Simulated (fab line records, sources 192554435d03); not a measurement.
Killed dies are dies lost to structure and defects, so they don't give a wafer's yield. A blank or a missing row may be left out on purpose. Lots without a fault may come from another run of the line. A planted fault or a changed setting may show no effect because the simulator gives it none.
Chamber matching | flow n5_finfet | N5_DUMMY_GATE_HM_OPEN_21 on rie_diel-03: 4 sister chambers
The step chemistry CH3F/O2, target SiNx, target depth 120 nm, time 171.4 s. 8 wafers are shown with their chamber, then 11 later ones without.

WAFERS WITH THEIR CHAMBER
wafer  | chamber | showerhead_plenum_p_Torr (Torr) | throttle_valve_pct (%)
L081.1 | 1       | 1.94                            | 16.63
L084.2 | 2       | 2.09                            | 16.71
L084.4 | 0       | 2.10                            | 16.97
L085.1 | 1       | 1.93                            | 16.66
L086.2 | 0       | 2.10                            | 16.97
L086.3 | 2       | 2.08                            | 16.71
L086.5 | 3       | 1.98                            | 16.52
L089.1 | 3       | 1.98                            | 16.53

WAFERS WITHOUT THEIR CHAMBER
wafer  | showerhead_plenum_p_Torr (Torr) | throttle_valve_pct (%)
L089.5 | 2.08                            | 16.73
L089.6 | 1.98                            | 16.53
L090.3 | 1.93                            | 16.67
L090.4 | 2.08                            | 16.73
L090.6 | 1.98                            | 16.55
L093.1 | 1.93                            | 16.68
L093.4 | 1.98                            | 16.52
L093.6 | 2.10                            | 16.98
L095.3 | 2.10                            | 17.00
L095.5 | 1.98                            | 16.56
L095.6 | 2.10                            | 16.98

WHICH CHAMBER EACH WENT THROUGH
wafer  | from the rows above | in truth
L089.5 | 2                   | 2
L089.6 | 3                   | 3
L090.3 | 1                   | 1
L090.4 | 2                   | 2
L090.6 | 3                   | 3
L093.1 | 1                   | 1
L093.4 | 3                   | 3
L093.6 | 0                   | 0
L095.3 | 0                   | 0
L095.5 | 3                   | 3
L095.6 | 0                   | 0
Placed correctly: 11 of 11. Can't be placed from these rows: 0. Placed wrongly: 0.
How it was worked out, from the rows above alone: a wafer's distance from a chamber is the root of the sum, over the readings, of the square of ((its reading less the chamber's mean) divided by the reading's scatter). The wafer belongs to the nearest chamber; if the next one is less than 2 further off, it can't be placed. A chamber's mean is the mean of its shown wafers. The scatter: the root of (the sum of the squares of (reading less its chamber's mean) over the shown wafers, divided by (wafers less chambers)).
